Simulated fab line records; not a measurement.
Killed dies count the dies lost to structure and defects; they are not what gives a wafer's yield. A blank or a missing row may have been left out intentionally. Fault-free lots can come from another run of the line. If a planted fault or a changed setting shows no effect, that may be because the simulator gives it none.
fab line records | flow nand_harc
record: lots: 12 wafers: 36 last_day: 33
route steps=1302 shown A_CHANNEL_FILL_D1@500 THIN_TSV@1261 END@1302
lots that met no fault: taken from a fault-free run of the same line
start_h: the number of hours between the record's first day and the start of the first shown wafer of the lot | wait_h: hours since the lot's step before | " repeats the value in the row above | L1.1+2: a single row standing in for several wafers | - no value present, or no start provided | * or withheld: withheld | < > ~ a bound
route shown NAME@n: a module of which the file shows steps, and the number in the route of the first | usual: the fault-free wafers' mean and standard deviation | same: alike in all rows | chamber/n: place in a boat | sites: per-site readings | _std_site: the standard deviation of these | _edge_site: inner sites' mean taken away from outer sites' mean | radius_mm: how far each site lies from the wafer's centre | mask NAME#n: copy n | behind: the last tool/chamber to shape the wafer | hold: reason for holding the lot/hours on hold/outcome of the hold | device: the n, p or np transistor that did not switch | end of line: the same wafers' tests at the end of the route | for a step that has no rows: nothing shown but its recipe | killed: dies lost to structure and defects at the first sort, not the wafer's yield | map: a wafer's dies, x killed, . not, _ none there
set.NAME: the setting as run; set.NAME@STEP: as run at that earlier step | model.NAME: the simulator's own value behind a step, which no gauge read
one table for each step of the route and one row for each wafer, over a sample of lots
services: a tool's chamber out of use, with start hour (start_h, from the record's first day; less than 0 if before it), hours out, and reason
== steps ==
step: NHARC_A_CHANNEL_FILL_D1_ETCHBACK_20
recipe: target_depth_a: 270 time_s: 13.5 c4f8_flow_sccm: withheld o2_flow_sccm: 8 ar_flow_sccm: withheld rf_w: 600 bias_w: 1500 chemistry: C4F8/O2/Ar
usual: oes_product_au: 0.96/0.036 rf_vpp_V: 977/6.3
columns lot.wafer tool chamber start_h wait_h oes_product_au rf_hours_counter_h rf_vpp_V
L725.3 rie_diel-05 0 219.83 - 0.94 6.0 986
L725.2 " 1 " " 0.92 5.7 968
L725.6 " 1 " " 0.92 - 970
L726.1 rie_diel-09 1 235.42 - 1.00 5.8 972
L726.5 " 3 " " 1.01 - 970
L726.6 " 0 " " 1.00 - 978
L727.4 rie_diel-05 2 250.78 - 0.99 0.3 981
L727.3 " 0 " " 1.00 0.3 986
L727.5 " 3 " " 0.99 - 976
L729.1 rie_diel-09 3 256.00 - 1.00 6.6 969
L729.6 " 0 " " 1.00 - 977
L729.5 " 1 " " 1.00 - 972
L730.1 rie_diel-13 2 277.80 - 0.92 4.4 975
L730.4 " 0 " " 0.94 3.9 970
L730.5 " 2 " " 0.93 - 974
L731.4 rie_diel-05 3 277.81 - 0.98 2.5 975
L731.3 " 0 " " 1.00 2.4 988
L731.2 " 1 " " 0.99 1.9 970
L732.2 rie_diel-05 0 296.38 - 1.00 3.0 988
L732.3 " 1 " " 1.00 2.8 970
L732.5 " 1 " " 0.99 - 969
L733.2 rie_diel-05 3 305.95 - 0.98 3.8 975
L733.1 " 1 " " 1.00 3.1 971
L733.4 " 2 " " 0.99 3.4 980
L739.3 rie_diel-09 1 357.04 - 0.96 2.0 972
L739.1 " 2 " " 0.94 2.2 968
L739.5 " 1 " " 0.96 - 973
L741.2 rie_diel-05 2 375.22 - 0.92 6.4 979
L741.1 " 3 " " 0.92 6.1 975
L741.6 " 3 " " 0.92 - 976
L743.1 rie_diel-05 1 403.99 - 0.99 8.9 970
L743.4 " 3 " " 0.98 7.5 977
L743.5 " 2 " " 0.99 - 979
L746.4 rie_diel-09 1 434.93 - 0.92 - 972
L746.5 " 2 " " 0.92 - 968
L746.6 " 0 " " 0.92 - 977
step: NHARC_THIN_TSV_DESCUM_14
recipe: time_s: 3 o2_flow_sccm: 200 ar_flow_sccm: 0 bias_power_w: 0 chemistry: O2
usual: drypump_motor_current_A: 5.5/0.31 oes_product_au: 0.997/0.007 rf_vpp_V: 57.6/0.89 showerhead_plenum_p_Torr: 1.85/0.081 throttle_valve_pct: 11.310/0.0086
columns lot.wafer tool chamber start_h wait_h drypump_motor_current_A oes_product_au rf_hours_counter_h rf_vpp_V showerhead_plenum_p_Torr throttle_valve_pct
L725.3 rie_diel-09 3 563.47 - 6.0 1.001 3.4 56.3 1.79 11.315
L725.2 " 0 " " 5.7 0.993 4.4 57.0 1.90 11.299
L725.6 " 3 " " 6.0 1.005 - 59.5 1.79 11.321
L726.1 rie_diel-05 3 564.61 - 5.3 1.001 6.0 58.7 1.88 11.306
L726.6 " 3 " " 5.4 1.005 - 58.8 1.88 11.313
L726.5 " 0 " " 5.0 0.990 - 58.0 2.04 11.312
L727.4 rie_diel-09 0 577.67 - 5.7 0.981 5.6 56.9 1.90 11.310
L727.3 " 2 " " 5.5 0.991 5.8 58.2 1.78 11.308
L727.5 " 1 " " 5.5 0.993 - 57.5 1.82 11.311
L729.1 rie_diel-05 3 578.90 - 5.4 1.001 6.5 57.0 1.88 11.309
L729.6 " 3 " " 5.4 0.984 - 57.9 1.88 11.313
L729.5 " 0 " " 5.0 0.996 - 57.0 2.04 11.323
L731.3 rie_diel-09 1 702.83 - 5.5 1.001 1.1 57.3 1.82 11.314
L731.4 " 2 " " 5.5 0.990 1.0 56.6 1.77 11.306
L731.2 " 3 " " 5.9 0.997 1.0 57.0 1.79 11.299
L730.4 rie_diel-09 2 704.20 - 5.5 0.988 1.5 58.6 1.78 11.297
L730.1 " 3 " " 6.0 0.984 1.2 57.0 1.79 11.300
L730.5 " 2 " " 5.5 0.983 - 57.2 1.77 11.308
L732.2 rie_diel-09 1 705.39 - 5.5 1.001 1.7 58.1 1.82 11.317
L732.3 " 2 " " 5.5 0.995 1.7 57.3 1.77 11.325
L732.5 " 1 " " 5.5 1.008 - 57.6 1.82 11.326
L733.1 rie_diel-09 2 707.79 - 5.5 0.982 1.9 56.8 1.78 11.310
L733.2 " 0 " " 5.7 0.990 2.1 58.7 1.90 11.320
L733.4 " 1 " " 5.5 0.991 1.9 58.4 1.82 11.307
L741.2 rie_diel-09 1 713.82 - 5.5 0.994 3.8 57.6 1.82 11.303
L741.1 " 3 " " 6.0 0.994 3.1 58.0 1.79 11.319
L741.6 " 1 " " 5.5 1.004 - 57.9 1.82 11.309
L739.1 rie_diel-05 3 716.22 - 5.4 0.989 5.1 58.5 1.87 11.306
L739.3 " 0 " " 5.0 0.998 5.8 59.6 2.04 11.316
L739.5 " 0 " " 5.0 0.988 - 58.7 2.04 11.324
L743.1 rie_diel-09 2 747.31 - 5.5 0.997 5.5 57.3 1.77 11.323
L743.4 " 3 " " 6.0 1.002 4.8 57.2 1.79 11.292
L743.5 " 1 " " 5.5 1.005 - 56.5 1.82 11.307
L746.5 rie_diel-09 2 770.45 - 5.5 1.000 - 57.3 1.77 11.310
L746.6 " 3 " " 6.0 0.998 - 58.1 1.79 11.314
L746.4 " 1 " " 5.5 1.000 - 56.2 1.81 11.299
step: NHARC_THIN_TSV_ETCH_44
recipe: target_depth_a: 15942 time_s: 797.1 cf4_flow_sccm: 150 o2_flow_sccm: 10 ar_flow_sccm: 0 rf_w: 300 bias_w: 800 chemistry: CF4/O2
usual: drypump_motor_current_A: 5.53/0.29 oes_product_au: 0.998/0.0069 rf_vpp_V: 791/4.7 showerhead_plenum_p_Torr: 1.78/0.071 throttle_valve_pct: 16.915/0.01
columns lot.wafer tool chamber start_h wait_h drypump_motor_current_A oes_product_au rf_hours_counter_h rf_vpp_V showerhead_plenum_p_Torr throttle_valve_pct
L725.3 rie_diel-09 2 563.61 0.1 5.47 0.987 4.7 786 1.71 16.924
L725.2 " 0 " " 5.60 0.986 4.5 793 1.82 16.905
L725.6 " 2 " " 5.47 0.987 - 786 1.71 16.920
L726.1 rie_diel-05 2 564.81 0.2 5.57 0.999 6.8 797 1.85 16.890
L726.6 " 0 " " 4.99 0.989 - 800 1.95 16.930
L726.5 " 1 " " 5.17 1.003 - 787 1.72 16.902
L727.3 rie_diel-09 1 577.82 0.1 5.50 0.987 6.1 789 1.75 16.934
L727.4 " 3 " " 5.97 1.007 4.7 787 1.72 16.907
L727.5 " 0 " " 5.67 1.001 - 793 1.82 16.907
L729.1 rie_diel-05 0 579.04 0.1 4.96 1.000 6.5 802 1.95 16.905
L729.5 " 3 " " 5.39 0.992 - 794 1.80 16.926
L729.6 " 0 " " 4.98 0.993 - 801 1.95 16.908
L731.4 rie_diel-09 2 702.97 0.1 5.49 1.004 1.2 787 1.71 16.917
L731.3 " 3 " " 5.96 0.999 1.1 786 1.72 16.926
L731.2 " 0 " " 5.63 1.004 1.1 794 1.82 16.926
L730.1 rie_diel-09 3 704.28 0.1 5.97 0.997 1.3 788 1.72 16.924
L730.4 " 1 " " 5.47 1.004 1.6 788 1.75 16.916
L730.5 " 0 " " 5.62 0.997 - 794 1.82 16.925
L732.2 rie_diel-09 0 705.53 0.1 5.65 1.004 1.8 795 1.82 16.913
L732.3 " 2 " " 5.48 0.993 1.8 786 1.71 16.912
L732.5 " 3 " " 5.97 0.997 - 788 1.72 16.914
L733.1 rie_diel-09 1 707.87 0.1 5.48 1.002 2.1 787 1.75 16.914
L733.4 " 2 " " 5.47 0.995 2.0 786 1.71 16.929
L733.2 " 0 " " 5.61 0.998 2.2 794 1.82 16.917
L741.1 rie_diel-09 1 713.96 0.1 5.49 0.994 3.9 789 1.75 16.916
L741.2 " 2 " " 5.49 0.991 3.5 786 1.71 16.901
L741.6 " 1 " " 5.48 0.994 - 789 1.75 16.909
L739.3 rie_diel-05 3 716.30 0.1 5.35 1.005 5.2 792 1.80 16.905
L739.1 " 2 " " 5.56 1.000 5.1 795 1.85 16.932
L739.5 " 3 " " 5.35 1.007 - 792 1.80 16.904
L743.1 rie_diel-09 3 747.50 0.2 5.99 1.002 4.9 788 1.72 16.922
L743.4 " 0 " " 5.65 1.011 5.6 794 1.82 16.926
L743.5 " 2 " " 5.52 0.996 - 785 1.71 16.929
L746.4 rie_diel-09 3 770.75 0.3 5.99 0.992 - 788 1.72 16.898
L746.5 " 1 " " 5.49 0.991 - 787 1.74 16.913
L746.6 " 2 " " 5.49 0.988 - 786 1.71 16.900
step: NHARC_THIN_TSV_DEP_47
recipe: target_thk_a: 2000 temp_c: withheld pressure_torr: 6.5 rf_w: 900 teos_flow_sccm: 161.4 flow_sccm: 2650 target_thk_nm: 200 gas: O2 material: SiO2
usual: chamber_pressure_Torr: 6.500/0.014 throttle_valve_pct: 15.8/0.61
columns lot.wafer tool chamber start_h wait_h chamber_pressure_Torr throttle_valve_pct
L725.3 pecvd-01 1 565.17 - 6.480 16.2
L725.2 " 2 " " 6.497 16.0
L725.6 " 2 " " 6.509 15.7
L726.1 pecvd-03 0 566.27 - 6.508 14.8
L726.6 " 1 " " 6.481 14.5
L726.5 " 2 " " 6.493 15.2
L727.3 pecvd-02 2 579.34 - 6.492 16.4
L727.5 " 2 " " 6.480 16.4
L727.4 " 1 " " 6.499 15.6
L729.1 pecvd-02 0 580.62 - 6.516 16.0
L729.5 " 0 " " 6.469 15.8
L729.6 " 1 " " 6.501 15.8
L731.2 pecvd-01 1 704.81 - 6.520 16.4
L731.3 " 2 " " 6.487 16.2
L731.4 " 2 " " 6.509 16.1
L730.1 pecvd-03 2 705.86 - 6.489 15.4
L730.4 " 0 " " 6.513 15.3
L730.5 " 1 " " 6.514 14.8
L732.2 pecvd-01 0 707.12 - 6.477 16.2
L732.3 " 1 " " 6.495 16.0
L732.5 " 0 " " 6.487 16.7
L733.2 pecvd-01 2 709.46 - 6.513 16.0
L733.1 " 0 " " 6.508 16.4
L733.4 " 2 " " 6.515 16.5
L741.2 pecvd-01 2 715.50 - 6.500 16.2
L741.1 " 0 " " 6.500 16.2
L741.6 " 2 " " 6.484 16.3
L739.3 pecvd-01 0 717.90 - 6.488 16.4
L739.1 " 1 " " 6.489 16.3
L739.5 " 0 " " 6.515 16.4
L743.1 pecvd-03 2 749.12 - 6.503 15.3
L743.4 " 2 " " 6.500 15.6
L743.5 " 0 " " 6.513 15.0
L746.6 pecvd-01 1 772.42 - 6.517 16.4
L746.4 " 2 " " 6.523 16.5
L746.5 " 0 " " 6.510 16.4
step: NHARC_END_SORT_01
recipe: temp_c: 25
usual: killed_at_array: 63/18 killed_at_other: 1.1/1.3 killed_at_periphery: 4.3/2.8 killed_dies: 68/18 killed_open: 3.3/2 killed_short: 2.4/1.6
same: gross_dies: 677
columns lot.wafer tool chamber start_h wait_h killed_at_array killed_at_other killed_at_periphery killed_dies killed_open killed_short
L741.1 prober-02 0 752.50 2.5 85 0 1 86 2 5
L741.2 prober-02 0 753.30 2.8 183 0 4 187 3 3
L741.6 prober-02 0 756.48 4.0 75 1 4 80 2 4
L743.1 prober-01 0 775.89 2.5 69 0 1 70 6 2
L743.4 prober-01 0 778.27 3.4 68 0 2 70 2 1
L743.5 prober-01 0 779.07 3.7 172 0 0 172 2 0
killed by level:class
L741.1 A_CHANNEL_HOLE_D1:chamber_film_flake=38 A_SLIT:chamber_film_flake=28 A_CONTACT:chamber_film_flake=5 A_SGD_CUT:geometric_particle:short=2 A_CHANNEL_FILL_D2:chamber_film_flake=2 A_STAIRCASE:chamber_film_flake=2 A_ONON_D1:geometric_particle:open=1 A_ONON_D1:geometric_particle:short=1
L741.2 A_CHANNEL_FILL_D1:unspecified=101 A_SLIT:chamber_film_flake=36 A_CHANNEL_HOLE_D1:chamber_film_flake=34 A_CONTACT:chamber_film_flake=5 P_GATE:geometric_particle:open=1 P_M2:geometric_particle:open=1 A_DECK1_JOINT:geometric_particle:open=1 A_CHANNEL_FILL_D2:geometric_particle:short=1
L741.6 A_SLIT:chamber_film_flake=34 A_CHANNEL_HOLE_D1:chamber_film_flake=29 A_CONTACT:chamber_film_flake=4 A_CHANNEL_FILL_D2:geometric_particle:short=2 P_CONTACT:chamber_film_flake=2 P_CONTACT:geometric_particle:open=1 A_ONON_D1:geometric_particle:short=1 A_CHANNEL_FILL_D1:geometric_particle:open=1
L743.1 A_SLIT:chamber_film_flake=24 A_CHANNEL_HOLE_D2:chamber_film_flake=18 A_CHANNEL_HOLE_D1:chamber_film_flake=8 A_DECK1_JOINT:chamber_film_flake=4 A_WL_FILL:chamber_film_flake=3 A_ONON_D1:geometric_particle:open=1 A_ONON_D2:geometric_particle:open=1 A_CHANNEL_HOLE_D2:geometric_particle:open=1
L743.4 A_CHANNEL_HOLE_D2:chamber_film_flake=28 A_SLIT:chamber_film_flake=22 A_CHANNEL_HOLE_D1:chamber_film_flake=9 A_WL_FILL:chamber_film_flake=3 P_BONDPAD:chamber_film_flake=2 A_STAIRCASE:chamber_film_flake=2 A_CHANNEL_FILL_D1:geometric_particle:open=1 A_ONON_D2:geometric_particle:open=1
L743.5 A_CHANNEL_FILL_D1:unspecified=101 A_SLIT:chamber_film_flake=34 A_CHANNEL_HOLE_D2:chamber_film_flake=21 A_CHANNEL_HOLE_D1:chamber_film_flake=8 A_CHANNEL_FILL_D1:chamber_film_flake=2 A_DECK1_JOINT:chamber_film_flake=2 A_CHANNEL_HOLE_D1:geometric_particle:open=1 A_CHANNEL_FILL_D2:geometric_particle:open=1
== services ==
columns tool chamber start_h hours kind
rie_diel-05 - 229.60 9.0 pm
rie_diel-09 - 237.45 0.4 repair
rie_diel-09 2 242.79 21.3 repair
rie_diel-05 2 309.21 7.6 repair
rie_diel-05 3 315.07 21.7 repair
rie_diel-09 - 320.10 9.0 pm
rie_diel-05 2 323.63 7.3 repair
rie_diel-09 1 402.61 9.5 repair
rie_diel-05 - 406.60 9.0 pm
rie_diel-09 2 415.15 5.6 repair
rie_diel-09 3 427.78 7.3 repair
rie_diel-05 3 462.90 9.0 repair
rie_diel-09 1 476.72 6.7 repair
rie_diel-09 - 497.10 9.0 pm
rie_diel-09 3 531.66 6.0 repair
rie_diel-05 0 548.86 4.9 repair
rie_diel-05 - 583.60 9.0 pm
rie_diel-05 2 624.96 3.0 repair
rie_diel-09 2 652.67 8.9 repair
rie_diel-05 2 653.80 4.3 repair
rie_diel-09 1 656.75 8.1 repair
rie_diel-09 - 674.13 9.0 pm
rie_diel-09 0 731.96 3.0 repair
rie_diel-09 0 763.42 11.2 repair
== key ==
first_sign: step: NHARC_END_SORT_01 reading: killed_at_array direction: up sigmas: 6.5 usual: 63 struck: 178
effect: step: NHARC_END_SORT_01 reading: killed_dies direction: up sigmas: 6.2 usual: 68 struck: 180
more_kills_born_at: NHARC_A_CHANNEL_FILL_D1_ETCHBACK_20@rie_diel-05: 202
met_at NHARC_A_CHANNEL_FILL_D1_ETCHBACK_20
struck_lots L741,L743
struck_wafers L741.2,L743.5
tester_left_out L741,L743
not_acting_at NHARC_THIN_TSV_DESCUM_14,NHARC_THIN_TSV_ETCH_44,NHARC_THIN_TSV_DEP_47
onset_between 305.95 375.22
fault: kind: chamber_particle_source tool: rie_diel-05 chamber: 2 onset_h: 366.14 steps: NHARC_A_CHANNEL_FILL_D1_ETCHBACK_20 rate_per_visit_cm2: 1.6426 end_h: 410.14
tester_left_out: of these lots the tester's yield and bins aren't shown, on N5 and GAA mostly nor the transistor test; their killed dies are dies lost to structure and defects alone, not to doping, threshold or leakage, so they don't give the yield
